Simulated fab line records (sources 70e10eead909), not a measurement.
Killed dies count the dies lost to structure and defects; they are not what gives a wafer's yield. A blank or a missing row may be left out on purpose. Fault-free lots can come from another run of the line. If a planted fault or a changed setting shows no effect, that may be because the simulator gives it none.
fab line records	flow nandHarc
record: lots: 6	wafers: 18	lastDay: 24
route steps=1159 shown A_CONTACT@937 END@1159
lots that met no fault: taken from a fault-free run of the same line
startH: start of the lot's first displayed wafer, in hours after the record's first day	waitH: hours from the lot's prior step to this one	" repeats the value in the row above	L1.1+2: several wafers, shown together as one row	- value missing, or start not given	* or withheld: withheld	< > ~ a bound
route shown NAME@n: NAME is a module with steps in the file, n the number in the route of the first one	usual: average and standard deviation across the fault-free wafers	same: alike in all rows	chamber/n: place in a boat	sites: the reading at each site	_std_site: their standard deviation	_edge_site: outer sites' mean less inner sites'	radiusMm: for every site, how far away it sits from the centre of the wafer	mask NAME#n: copy n	behind: tool/chamber where the wafer was last shaped	hold: what put the lot on hold/how long, in hours/how the hold closed	device: the transistor (n, p or np) that didn't switch	end of line: the route-end tests of the same wafers	where a step has no rows: the recipe by itself	killed: the dies lost at the first sort to structure and to defects; this is not the yield of the wafer	map: per-die view of a wafer (x killed, . not killed, _ where there is no die)
set.NAME: the setting the step ran with; set.NAME@STEP: the setting that earlier step ran with	model.NAME: the simulator's own value behind a step, which no gauge read
a table for each step, a row for each wafer; lots at some steps of the route
services: the hour from which a tool's chamber was out of use, counted from the record's first day as startH (under 0 if before that day), plus the number of hours and why
== steps ==
step: NHARC_A_CONTACT_INSPECT_10
usual: rawDefectCount: 28/11
lot.wafer	tool	chamber	startH	waitH	rawDefectCount
L863.3	defectInspect-01	-	424.82	0.0	26
L863.5	"	-	"	"	17
L863.6	"	-	"	"	32
L866.2	defectInspect-02	-	440.17	0.0	36
L866.3	"	-	"	"	27
L866.5	"	-	"	"	36
L869.2	defectInspect-02	-	462.95	0.0	38
L869.3	"	-	"	"	51
L869.4	"	-	"	"	37
L872.3	defectInspect-01	-	473.44	0.0	22
L872.5	"	-	"	"	28
L872.6	"	-	"	"	26
L874.2	defectInspect-02	-	476.13	0.0	27
L874.4	"	-	"	"	31
L874.5	"	-	"	"	35
L880.1	defectInspect-02	-	519.65	0.0	25
L880.3	"	-	"	"	20
L880.5	"	-	"	"	21
step: NHARC_A_CONTACT_DESCUM_13
recipe: timeS: 3	o2FlowSccm: 200	arFlowSccm: 0	biasPowerW: 0	chemistry: O2
step: NHARC_A_CONTACT_ETCH_88
recipe: targetDepthA: 390	overEtchFrac: 0.3	timeS: 65	ionEnergyEv: 80	cf4FlowSccm: 150	arFlowSccm: 0	rfW: 300	biasW: 100	chemistry: CF4
step: NHARC_A_CONTACT_ETCH_89
recipe: targetDepthA: 2600	overEtchFrac: 0.3	timeS: 475.3	ionEnergyEv: 200	n2FlowSccm: 150	h2FlowSccm: 150	arFlowSccm: 0	rfW: 400	biasW: 150	chemistry: N2/H2
usual: drypumpMotorCurrentA: 5.9/0.5	oesProductAu: 1.002/0.0096	rfVppV: 429.6/2.7	runLengthS: 496.5/0.4	showerheadPlenumPTorr: 2.01/0.092	throttleValvePct: 14.173/0.0096
lot.wafer	tool	chamber	startH	waitH	drypumpMotorCurrentA	oesProductAu	rfHoursCounterH	rfVppV	runLengthS	showerheadPlenumPTorr	throttleValvePct
L863.3	rieDiel-10	3	-	-	5.8	1.003	23	430.0	496.7	2.00	14.177
L863.6	"	1	"	"	5.4	0.990	-	432.2	496.9	2.13	14.172
L863.5	"	2	"	"	5.0	0.988	-	428.7	496.6	1.94	14.183
L866.2	rieDiel-12	0	-	-	5.4	1.003	10	425.5	496.1	1.88	14.181
L866.3	"	2	"	"	6.3	0.982	10	433.6	496.6	2.17	14.175
L866.5	"	0	"	"	5.4	0.995	-	425.4	496.2	1.88	14.152
L869.2	rieDiel-13	2	-	-	5.9	1.017	1	426.8	497.3	1.91	14.179
L869.4	"	3	"	"	6.2	1.003	1	429.5	497.1	1.98	14.182
L869.3	"	0	"	"	5.7	1.003	1	431.6	496.1	2.02	14.171
L872.3	rieDiel-12	2	-	-	6.3	1.008	17	433.7	496.6	2.17	14.183
L872.6	"	2	"	"	6.2	0.999	-	434.2	496.8	2.17	14.184
L872.5	"	3	"	"	5.3	1.019	-	431.9	496.3	2.10	14.161
L874.2	rieDiel-12	3	-	-	5.4	1.014	18	432.2	496.3	2.10	14.154
L874.4	"	1	"	"	6.6	0.993	17	428.6	496.1	1.98	14.166
L874.5	"	0	"	"	5.5	0.995	-	427.0	496.3	1.87	14.182
L880.3	rieDiel-13	3	-	-	6.2	1.003	22	429.4	497.1	1.97	14.175
L880.1	"	0	"	"	5.7	0.989	22	430.8	496.3	2.01	14.175
L880.5	"	0	"	"	5.7	1.003	-	431.0	495.9	2.01	14.181
step: NHARC_A_CONTACT_ETCH_30
recipe: targetDepthA: 605	timeS: 30.2	cf4FlowSccm: 100	chf3FlowSccm: 30	arFlowSccm: 0	rfW: 500	biasW: 200	chemistry: CF4/CHF3
step: NHARC_A_CONTACT_ETCH_31
recipe: targetDepthA: 20000	overEtchFrac: 0.3	timeS: 520	ionEnergyEv: 150	o2FlowSccm: 400	cosFlowSccm: 20	arFlowSccm: 0	rfW: 500	biasW: 300	chemistry: O2/COS
step: NHARC_A_CONTACT_ETCH_134
recipe: sourceW: withheld	pressureMtorr: 20	biasV: withheld	timeS: 140	targetDepthA: 7000	arFlowSccm: withheld	c4f8FlowSccm: withheld	o2FlowSccm: withheld	chemistry: C4F8/O2/Ar
usual: runLengthS: 141.4/0.4
lot.wafer	tool	chamber	startH	waitH	rfHoursCounterH	runLengthS
L863.3	harCapEtch-03	0	426.04	-	-	141.7
L863.5	"	0	"	"	-	141.9
L863.6	"	1	"	"	-	141.6
L866.2	harCapEtch-01	1	441.22	-	68	141.0
L866.3	"	1	"	"	-	141.4
L866.5	"	1	"	"	-	141.0
L869.2	harCapEtch-02	0	464.14	-	24	141.2
L869.3	"	0	"	"	-	141.3
L869.4	"	1	"	"	-	141.5
L872.3	harCapEtch-02	0	474.59	-	-	141.4
L872.6	"	0	"	"	-	141.2
L872.5	"	1	"	"	-	141.4
L874.2	harCapEtch-03	0	477.35	-	105	141.7
L874.4	"	1	"	"	-	141.5
L874.5	"	0	"	"	-	141.8
L880.1	harCapEtch-03	1	520.88	-	113	141.5
L880.3	"	0	"	"	-	141.4
L880.5	"	1	"	"	-	142.0
step: NHARC_A_CONTACT_ETCH_135
recipe: sourceW: withheld	pressureMtorr: 20	biasV: 3000	timeS: 132	targetDepthA: 12870	arFlowSccm: withheld	c4f8FlowSccm: withheld	o2FlowSccm: withheld	chemistry: C4F8/O2/Ar
usual: runLengthS: 132/0
lot.wafer	tool	chamber	startH	waitH	rfHoursCounterH	runLengthS
L863.3	harCapEtch-03	0	426.22	0.1	-	132
L863.5	"	0	"	"	-	132
L863.6	"	1	"	"	-	132
L866.2	harCapEtch-01	1	441.43	0.2	68	132
L866.3	"	1	"	"	-	132
L866.5	"	1	"	"	-	132
L869.2	harCapEtch-02	0	464.33	0.2	25	132
L869.3	"	0	"	"	-	132
L869.4	"	1	"	"	-	132
L872.3	harCapEtch-02	0	474.76	0.1	-	132
L872.6	"	0	"	"	-	132
L872.5	"	1	"	"	-	132
L874.2	harCapEtch-03	0	477.54	0.2	105	132
L874.4	"	1	"	"	-	132
L874.5	"	0	"	"	-	132
L880.1	harCapEtch-03	1	521.08	0.2	113	132
L880.3	"	0	"	"	-	132
L880.5	"	1	"	"	-	132
step: NHARC_A_CONTACT_ETCH_136
recipe: sourceW: withheld	pressureMtorr: 20	biasV: 3000	timeS: 132	targetDepthA: 12870	arFlowSccm: withheld	c4f8FlowSccm: withheld	o2FlowSccm: withheld	chemistry: C4F8/O2/Ar
usual: runLengthS: 132/0
lot.wafer	tool	chamber	startH	waitH	rfHoursCounterH	runLengthS
L863.3	harCapEtch-03	0	426.34	0.1	-	132
L863.5	"	0	"	"	-	132
L863.6	"	1	"	"	-	132
L866.2	harCapEtch-01	1	441.55	0.1	68	132
L866.3	"	1	"	"	-	132
L866.5	"	1	"	"	-	132
L869.2	harCapEtch-02	0	464.46	0.1	25	132
L869.3	"	0	"	"	-	132
L869.4	"	1	"	"	-	132
L872.3	harCapEtch-02	0	474.88	0.1	-	132
L872.6	"	0	"	"	-	132
L872.5	"	1	"	"	-	132
L874.2	harCapEtch-03	0	477.66	0.1	105	132
L874.4	"	1	"	"	-	132
L874.5	"	0	"	"	-	132
L880.1	harCapEtch-03	1	521.20	0.1	113	132
L880.3	"	0	"	"	-	132
L880.5	"	1	"	"	-	132
step: NHARC_A_CONTACT_ETCH_137
recipe: sourceW: withheld	pressureMtorr: 20	biasV: 3000	timeS: 132	targetDepthA: 12870	arFlowSccm: withheld	c4f8FlowSccm: withheld	o2FlowSccm: withheld	chemistry: C4F8/O2/Ar
step: NHARC_A_CONTACT_ETCH_138
recipe: sourceW: withheld	pressureMtorr: 20	biasV: 3000	timeS: 132	targetDepthA: 12890	arFlowSccm: withheld	c4f8FlowSccm: withheld	o2FlowSccm: withheld	chemistry: C4F8/O2/Ar
step: NHARC_A_CONTACT_ETCH_139
recipe: sourceW: withheld	pressureMtorr: 20	biasV: 400	timeS: 137	targetDepthA: 5900	arFlowSccm: withheld	c4f8FlowSccm: 11.5	o2FlowSccm: 7.2	chemistry: C4F8/O2/Ar
step: NHARC_A_CONTACT_ETCH_92
recipe: targetDepthA: 400	overEtchFrac: 0.5	timeS: 85.7	ionEnergyEv: 120	ch3fFlowSccm: 50	o2FlowSccm: 30	arFlowSccm: 200	rfW: 500	biasW: 100	chemistry: CH3F/O2
usual: drypumpMotorCurrentA: 5.9/0.5	o2FlowSccm: 30.01/0.098	oesProductAu: 0.942/0.029	rfVppV: 244.1/1.8	runLengthS: 106.9/0.38	showerheadPlenumPTorr: 2.43/0.11	throttleValvePct: 20.662/0.0098
lot.wafer	tool	chamber	startH	waitH	drypumpMotorCurrentA	o2FlowSccm	oesProductAu	rfHoursCounterH	rfVppV	runLengthS	showerheadPlenumPTorr	throttleValvePct
L863.3	rieDiel-12	1	427.12	0.3	6.6	29.96	0.942	8	243.1	106.6	2.39	20.686
L863.6	"	2	"	"	6.3	29.85	0.929	-	246.5	107.1	2.61	20.658
L863.5	"	3	"	"	5.4	29.97	0.943	-	246.9	107.0	2.53	20.671
L866.3	rieDiel-10	0	442.32	0.3	5.7	30.14	0.988	33	243.3	107.3	2.34	20.663
L866.2	"	1	"	"	5.4	30.00	1.004	27	246.6	106.5	2.55	20.663
L866.5	"	1	"	"	5.4	30.05	1.010	-	245.8	106.9	2.56	20.655
L869.4	rieDiel-12	1	465.34	0.3	6.6	29.95	0.933	15	242.0	78.3	2.39	20.642
L869.3	"	3	"	"	5.3	29.98	0.947	16	244.9	78.2	2.52	20.671
L869.2	"	0	"	"	5.5	30.03	0.945	15	243.0	78.5	2.27	20.678
L872.3	rieDiel-12	0	475.65	0.3	5.4	30.01	0.941	17	240.3	78.3	2.27	20.653
L872.5	"	1	"	"	6.6	30.14	0.929	-	242.4	106.7	2.39	20.657
L872.6	"	2	"	"	6.2	30.03	0.928	-	246.6	107.0	2.60	20.664
L874.2	rieDiel-10	3	478.41	0.3	5.8	30.00	1.010	47	243.1	107.6	2.41	20.661
L874.4	"	2	"	"	5.0	30.16	0.983	43	242.6	106.8	2.34	20.675
L874.5	"	0	"	"	5.7	30.10	1.002	-	243.5	107.5	2.34	20.665
L880.3	rieDiel-13	3	522.00	0.3	6.2	30.03	0.926	23	241.8	107.1	2.38	20.641
L880.1	"	1	"	"	6.6	29.95	0.919	24	242.7	106.8	2.39	20.668
L880.5	"	2	"	"	5.9	30.13	0.921	-	242.1	107.5	2.31	20.648
step: NHARC_A_CONTACT_ETCH_98
recipe: targetDepthA: 200	overEtchFrac: 0.5	timeS: 10	ionEnergyEv: 250	c4f6FlowSccm: 25	o2FlowSccm: 20	arFlowSccm: 500	rfW: 600	biasW: 500	chemistry: C4F6/O2
usual: drypumpMotorCurrentA: 5.9/0.52	o2FlowSccm: 20.00/0.064	oesProductAu: 0.963/0.019	rfVppV: 546/3.6	runLengthS: 31.00/0.29	showerheadPlenumPTorr: 3.89/0.17	throttleValvePct: 26.903/0.0091
lot.wafer	tool	chamber	startH	waitH	drypumpMotorCurrentA	o2FlowSccm	oesProductAu	rfHoursCounterH	rfVppV	runLengthS	showerheadPlenumPTorr	throttleValvePct
L863.3	rieDiel-12	1	-	-	6.6	19.99	0.973	8	545	31.08	3.82	26.908
L863.5	"	1	"	"	6.6	19.99	0.965	-	546	30.81	3.82	26.891
L863.6	"	2	"	"	6.2	19.96	0.963	-	552	31.03	4.15	26.913
L866.3	rieDiel-10	3	-	-	5.8	19.93	1.001	31	545	31.39	3.85	26.901
L866.2	"	0	"	"	5.7	20.03	0.994	33	544	31.33	3.75	26.921
L866.5	"	3	"	"	5.8	19.81	1.001	-	546	30.98	3.85	26.881
L869.4	rieDiel-12	2	465.48	0.1	6.3	19.95	0.947	15	552	31.16	4.15	26.898
L869.3	"	0	"	"	5.5	19.91	0.946	15	540	30.76	3.64	26.905
L869.2	"	1	"	"	6.6	20.07	0.959	15	545	30.81	3.82	26.907
L872.3	rieDiel-12	0	475.75	0.1	5.5	19.93	0.952	17	540	30.82	3.64	26.902
L872.5	"	2	"	"	6.3	20.11	0.963	-	551	31.02	4.14	26.908
L872.6	"	3	"	"	5.4	19.89	0.964	-	549	31.00	4.02	26.894
L874.2	rieDiel-10	1	-	-	5.4	19.99	0.998	40	550	30.59	4.06	26.897
L874.4	"	3	"	"	5.8	19.96	1.005	47	545	31.11	3.84	26.924
L874.5	"	1	"	"	5.4	19.99	0.999	-	550	30.61	4.06	26.900
L880.1	rieDiel-13	1	-	-	6.7	19.99	0.933	24	544	30.67	3.82	26.885
L880.3	"	3	"	"	6.2	20.03	0.952	23	545	31.62	3.81	26.909
L880.5	"	1	"	"	6.6	20.00	0.940	-	545	31.19	3.82	26.897
step: NHARC_END_SORT_01
recipe: tempC: 25
usual: killedAtArray: 27/8	killedAtOther: 0.8/1.2	killedAtPeriphery: 3.3/2.3	killedDies: 31/8.8	killedOpen: 3.2/2.1	killedShort: 2.1/1.4
same: grossDies: 677
lot.wafer	tool	chamber	startH	waitH	killedAtArray	killedAtOther	killedAtPeriphery	killedDies	killedOpen	killedShort
L863.3	prober-02	0	485.04	3.1	22	0	4	26	2	0
L863.5	prober-02	0	486.64	3.7	19	0	3	22	4	1
L863.6	prober-02	0	487.44	4.0	28	0	2	30	2	0
L866.2	prober-02	0	502.61	2.8	25	1	5	31	2	3
L866.3	prober-02	0	503.41	3.1	27	1	5	33	4	3
L866.5	prober-02	0	505.02	3.7	36	0	3	39	1	0
L869.2	prober-01	0	530.58	2.8	32	1	3	36	2	2
L869.3	prober-01	0	531.39	3.1	41	0	3	44	7	2
L869.4	prober-01	0	532.19	3.4	42	5	2	49	4	3
L872.3	prober-02	0	531.34	3.1	26	2	4	32	5	4
L872.5	prober-02	0	532.96	3.7	28	1	6	35	3	3
L872.6	prober-02	0	533.78	4.1	23	2	2	27	2	3
L874.2	prober-01	0	540.62	2.8	29	2	10	41	1	6
L874.4	prober-01	0	542.23	3.4	30	4	4	38	3	1
L874.5	prober-01	0	543.04	3.7	35	0	5	40	1	5
L880.1	prober-02	0	569.31	2.5	28	2	2	32	4	2
L880.3	prober-02	0	570.91	3.1	23	0	2	25	1	2
L880.5	prober-02	0	572.51	3.7	20	0	6	26	4	2
killed by level:class
L863.3 A_SLIT:chamberFilmFlake=9 A_CONTACT:chamberFilmFlake=4 A_STAIRCASE:chamberFilmFlake=3 P_M1:chamberFilmFlake=2 A_CHANNEL_HOLE_D1:chamberFilmFlake=2 A_WL_FILL:chamberFilmFlake=2 P_GATE:geometricParticle:open=1 A_CONTACT:geometricParticle:open=1
L863.5 A_SLIT:chamberFilmFlake=10 P_CONTACT:chamberFilmFlake=2 A_CHANNEL_HOLE_D1:chamberFilmFlake=2 P_CONTACT:geometricParticle:open=1 A_CHANNEL_FILL_D1:geometricParticle:short=1 A_SGD_CUT:geometricParticle:open=1 A_CONTACT:geometricParticle:open=1 A_BLC:geometricParticle:open=1
L863.6 A_SLIT:chamberFilmFlake=12 A_CONTACT:chamberFilmFlake=5 A_CHANNEL_HOLE_D1:chamberFilmFlake=4 A_SGD_CUT:chamberFilmFlake=4 P_M1:chamberFilmFlake=2 A_SOURCE_PLATE:geometricParticle:open=1 A_CONTACT:geometricParticle:open=1 A_STAIRCASE:chamberFilmFlake=1
L866.2 A_CHANNEL_HOLE_D1:chamberFilmFlake=13 A_SLIT:chamberFilmFlake=8 P_M0:chamberFilmFlake=3 A_M0:geometricParticle:open=2 P_BONDPAD:chamberFilmFlake=2 A_ONON_D1:geometricParticle:short=1 A_CONTACT:geometricParticle:short=1 STARTING-WAFER:geometricParticle:short=1
L866.3 A_SLIT:chamberFilmFlake=11 A_CHANNEL_HOLE_D1:chamberFilmFlake=6 A_CONTACT:chamberFilmFlake=4 P_BONDPAD:chamberFilmFlake=3 A_ONON_D1:geometricParticle:short=2 A_STAIRCASE:chamberFilmFlake=2 P_CONTACT:geometricParticle:short=1 P_M0:geometricParticle:open=1
L866.5 A_CHANNEL_HOLE_D1:chamberFilmFlake=18 A_SLIT:chamberFilmFlake=15 P_BONDPAD:chamberFilmFlake=2 A_CONTACT:chamberFilmFlake=2 A_WL_FILL:geometricParticle:open=1 P_M0:chamberFilmFlake=1
L869.2 A_CHANNEL_HOLE_D1:chamberFilmFlake=11 A_SLIT:chamberFilmFlake=10 A_STAIRCASE:chamberFilmFlake=3 A_CONTACT:chamberFilmFlake=3 A_M0:chamberFilmFlake=2 P_GATE:geometricParticle:open=1 P_M0:geometricParticle:short=1 A_ONON_D1:geometricParticle:open=1
L872.3 A_CHANNEL_HOLE_D1:chamberFilmFlake=14 P_GATE:chamberFilmFlake=3 A_CONTACT:chamberFilmFlake=3 THIN_TSV:chamberFilmFlake=2 P_GATE:geometricParticle:short=1 A_SOURCE_PLATE:geometricParticle:open=1 A_ONON_D1:geometricParticle:short=1 A_CHANNEL_FILL_D1:geometricParticle:short=1
L869.3 A_CHANNEL_HOLE_D1:chamberFilmFlake=17 A_SLIT:chamberFilmFlake=11 A_CONTACT:chamberFilmFlake=6 A_CHANNEL_FILL_D1:geometricParticle:open=3 A_ONON_D1:geometricParticle:short=2 P_STI:geometricParticle:open=1 P_M0:geometricParticle:open=1 A_SGD_CUT:geometricParticle:open=1
L869.4 A_CHANNEL_HOLE_D1:chamberFilmFlake=18 A_SLIT:chamberFilmFlake=10 A_CONTACT:chamberFilmFlake=5 THIN_TSV:chamberFilmFlake=5 A_M0:geometricParticle:open=2 P_CONTACT:geometricParticle:short=1 A_ONON_D1:geometricParticle:short=1 A_CHANNEL_FILL_D1:geometricParticle:short=1
L872.5 A_CHANNEL_HOLE_D1:chamberFilmFlake=18 A_CONTACT:chamberFilmFlake=4 P_M1:chamberFilmFlake=3 P_GATE:chamberFilmFlake=2 A_STAIRCASE:chamberFilmFlake=2 P_CONTACT:geometricParticle:short=1 A_ONON_D1:geometricParticle:open=1 A_WL_FILL:geometricParticle:short=1
L872.6 A_CHANNEL_HOLE_D1:chamberFilmFlake=12 A_STAIRCASE:chamberFilmFlake=3 A_CONTACT:chamberFilmFlake=3 A_CONTACT:geometricParticle:open=2 THIN_TSV:chamberFilmFlake=2 A_ONON_D1:geometricParticle:short=1 A_CHANNEL_FILL_D1:geometricParticle:short=1 A_WL_FILL:geometricParticle:short=1
L874.2 A_CHANNEL_HOLE_D1:chamberFilmFlake=10 P_M2:chamberFilmFlake=5 A_M0:geometricParticle:short=4 A_M1:chamberFilmFlake=4 A_CONTACT:chamberFilmFlake=4 P_GATE:chamberFilmFlake=3 A_SLIT:chamberFilmFlake=3 A_STAIRCASE:chamberFilmFlake=2
L874.4 A_CHANNEL_HOLE_D1:chamberFilmFlake=11 A_CONTACT:chamberFilmFlake=8 A_SLIT:chamberFilmFlake=4 THIN_TSV:chamberFilmFlake=4 A_M1:chamberFilmFlake=3 P_M2:chamberFilmFlake=2 P_CONTACT:geometricParticle:open=1 A_CHANNEL_FILL_D1:geometricParticle:open=1
L874.5 A_CHANNEL_HOLE_D1:chamberFilmFlake=15 A_CONTACT:chamberFilmFlake=10 A_ONON_D1:geometricParticle:short=2 P_GATE:chamberFilmFlake=2 P_M2:chamberFilmFlake=2 A_SLIT:chamberFilmFlake=2 A_M1:chamberFilmFlake=2 A_CHANNEL_FILL_D1:geometricParticle:short=1
L880.1 A_CONTACT:chamberFilmFlake=11 A_CHANNEL_HOLE_D1:chamberFilmFlake=9 P_M0:geometricParticle:open=1 A_ONON_D1:geometricParticle:short=1 A_CHANNEL_FILL_D1:geometricParticle:open=1 A_CONTACT:geometricParticle:short=1 A_CONTACT:geometricParticle:open=1 P_M0:chamberFilmFlake=1
L880.3 A_CHANNEL_HOLE_D1:chamberFilmFlake=12 A_CONTACT:chamberFilmFlake=3 A_CHANNEL_FILL_D1:chamberFilmFlake=2 A_SLIT:chamberFilmFlake=2 A_ONON_D1:geometricParticle:open=1 A_WL_FILL:geometricParticle:short=1 A_CONTACT:geometricParticle:short=1 P_GATE:chamberFilmFlake=1
L880.5 A_CONTACT:chamberFilmFlake=8 A_CHANNEL_HOLE_D1:chamberFilmFlake=8 P_GATE:geometricParticle:open=2 P_M0:geometricParticle:short=1 P_M0:geometricParticle:open=1 A_CONTACT:geometricParticle:open=1 A_M0:geometricParticle:short=1 P_STI:chamberFilmFlake=1
== services ==
tool	chamber	startH	hours	kind
rieDiel-12	0	412.90	-	clean
rieDiel-12	1	412.90	-	clean
rieDiel-12	2	412.90	-	clean
rieDiel-12	3	412.90	-	clean
rieDiel-10	1	425.89	3.1	repair
rieDiel-12	0	437.40	-	clean
rieDiel-12	1	437.40	-	clean
rieDiel-12	2	437.40	-	clean
rieDiel-12	3	437.40	-	clean
rieDiel-10	-	441.10	0.4	repair
rieDiel-13	-	453.04	9.0	pm
rieDiel-12	0	461.90	-	clean
rieDiel-12	1	461.90	-	clean
rieDiel-12	2	461.90	-	clean
rieDiel-12	3	461.90	-	clean
rieDiel-10	-	477.16	0.5	repair
rieDiel-12	0	486.45	-	clean
rieDiel-12	1	486.45	-	clean
rieDiel-12	2	486.45	-	clean
rieDiel-12	3	486.45	-	clean
rieDiel-10	3	488.32	7.0	repair
harCapEtch-01	-	494.26	0.7	repair
rieDiel-10	1	494.55	10.0	repair
rieDiel-12	0	510.95	-	clean
== key ==
firstSign: step: NHARC_A_CONTACT_ETCH_92	reading: runLengthS	direction: down	sigmas: 75	usual: *	struck: *
effect none on later readings
metAt NHARC_A_CONTACT_ETCH_92
struckWafers L869.2,L869.3,L869.4,L872.3
testerLeftOut L869,L872
onsetBetween 427.12 465.34
fault: kind: processParameterDrift	tool: rieDiel-12	chamber: -	onsetH: 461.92	steps: NHARC_A_CONTACT_ETCH_92	channel: timeS	offset: *	shape: step	endH: 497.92	scope: struckWafersOnly	actsIn: *	stated: *
testerLeftOut: of these lots the tester's yield and bins aren't shown, on N5 and GAA mostly nor the transistor test; their killed dies are dies lost to structure and defects alone, not to doping, threshold or leakage, so they don't give the yield
